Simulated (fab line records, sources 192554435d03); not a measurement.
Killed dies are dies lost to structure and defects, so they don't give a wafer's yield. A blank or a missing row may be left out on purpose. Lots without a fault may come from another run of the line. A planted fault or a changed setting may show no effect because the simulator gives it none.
Split-lot experiment | flow n5_finfet | 7 lots, 21 wafers read, on a route of 1938 steps

THE SPLIT
At N5_BEOL_M0_SAQP_COAT_08 (resist thk 90 nm), the setting spin_rpm was moved away from the recipe's 1500 rpm on 7 of the 21 wafers read, by +4.9% to +10.9%. The other wafers ran this setting at the recipe's value.

FROM THE SPLIT TO THE READING: what the file shows between them, 2 steps
- N5_BEOL_M0_SAQP_EXPOSE_11: exposes mask M0 CORE, target cd 42 nm (also split here: dose_mj)
- N5_BEOL_M0_SAQP_PEB_12: peb time 60 s

THE READING
CAR-ArF_of_BEOL_M0_SAQP_COAT_08.thk_nm (the simulator's own value, which no gauge read), in nm, at N5_BEOL_M0_SAQP_DEVELOP_13 (develop time 30 s). The file gives no usual value for it. The 14 wafers here that ran the recipe average 88.3 nm, standard deviation 0.21 nm.

wafer  | tool, chamber at the split | spin_rpm as run, rpm | against the recipe | CAR-ArF_of_BEOL_M0_SAQP_COAT_08.thk_nm, nm | against lot-mates on the recipe
L074.2 | litho_track-03, 0          | 1500                 | recipe             | 88.4                                       | -
L074.4 | litho_track-03, 0          | 1574                 | +4.9%              | 86.2                                       | -2.1
L074.6 | litho_track-03, 0          | 1500                 | recipe             | 88.2                                       | -
L075.3 | litho_track-05, 0          | 1500                 | recipe             | 88.4                                       | -
L075.6 | litho_track-05, 0          | 1500                 | recipe             | 88.4                                       | -
L075.5 | litho_track-05, 0          | 1500                 | recipe             | 88.6                                       | -
L080.1 | litho_track-03, 0          | 1603                 | +6.9%              | 85.4                                       | -2.6
L080.2 | litho_track-03, 0          | 1603                 | +6.9%              | 85.2                                       | -2.8
L080.4 | litho_track-03, 0          | 1500                 | recipe             | 88                                         | -
L082.1 | litho_track-05, 0          | 1500                 | recipe             | 88                                         | -
L082.3 | litho_track-05, 0          | 1500                 | recipe             | 88                                         | -
L082.6 | litho_track-05, 0          | 1635                 | +9.0%              | 84.2                                       | -3.8
L084.3 | litho_track-03, 0          | 1500                 | recipe             | 88.4                                       | -
L084.4 | litho_track-03, 0          | 1500                 | recipe             | 88.2                                       | -
L084.5 | litho_track-03, 0          | 1500                 | recipe             | 88.2                                       | -
L088.2 | litho_track-02, 0          | 1663                 | +10.9%             | 84                                         | -4.6
L088.4 | litho_track-02, 0          | 1663                 | +10.9%             | 84                                         | -4.6
L088.6 | litho_track-02, 0          | 1500                 | recipe             | 88.6                                       | -
L091.3 | litho_track-03, 0          | 1500                 | recipe             | 88                                         | -
L091.5 | litho_track-03, 0          | 1606                 | +7.1%              | 85.4                                       | -2.7
L091.6 | litho_track-03, 0          | 1500                 | recipe             | 88.2                                       | -

THE FIT
A straight line over all 21 wafers: CAR-ArF_of_BEOL_M0_SAQP_COAT_08.thk_nm changes by -0.41 nm for each +1% of spin_rpm; r = -0.99; the points scatter about the line by 0.21 nm.
The same after taking each lot's own level away (the mean of its wafers on the recipe; 21 wafers): -0.414 nm for each +1%; r = -1.00; scatter 0.11 nm.
On that fit, the largest move of spin_rpm shifts the reading by 4.5 nm.
The lots' own levels span 88.00 to 88.60 nm, that is 2.9 times the standard deviation above.
So the lot-to-lot level changes the slope little: the two slopes agree.
Check: with one of the wafers moved furthest among these (+10.9%) left out of the fit, the line predicts -4.46 nm for it against its lot-mates. It came out at -4.6 nm against them.

OTHER SPLITS ON THESE WAFERS
These wafers also went through other splits before the reading. Each is held against what the fit with the lots' levels taken away leaves over:
other split on the same wafers       | wafers away from the commonest value | r with CAR-ArF_of_BEOL_M0_SAQP_COAT_08.thk_nm (lot level and that fit taken away)
N5_SD_EPI_P_ETCH_16 target_depth_a   | 6                                    | +0.10
N5_SD_EPI_P_EPI_21 epi_growth_time_s | 11                                   | -0.28
N5_SDB_ETCH_25 time_s                | 9                                    | -0.22
N5_GATE_CUT_ETCH_56 bias_w           | 5                                    | -0.40
N5_GATE_CUT_ETCH_58 source_w         | 7                                    | -0.12
N5_GATE_CUT_CUT_ETCH_53 icp_w        | 10                                   | +0.05
N5_MOL_CONTACT_COAG_COAT_62 spin_rpm | 10                                   | +0.23
N5_BEOL_M0_SAQP_EXPOSE_11 dose_mj    | 8                                    | -0.03

THE WHOLE CHAIN: every reading that the file lists as answering this split, in the file's order
step                       | what it does      | reading                                                                                 | change (the file's fit)               | r (the file's)
N5_BEOL_M0_SAQP_COAT_08    | resist thk 90 nm  | CAR-ArF_of_BEOL_M0_SAQP_COAT_08.thk_nm (the simulator's own value, which no gauge read) | -0.423 nm for each +1% of the setting | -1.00
N5_BEOL_M0_SAQP_DEVELOP_13 | develop time 30 s | CAR-ArF_of_BEOL_M0_SAQP_COAT_08.thk_nm (the simulator's own value, which no gauge read) | -0.412 nm for each +1% of the setting | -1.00

THE FILE'S OWN FIT
CAR-ArF_of_BEOL_M0_SAQP_COAT_08.thk_nm changes by -0.412 nm for each +1% of spin_rpm, r = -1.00.
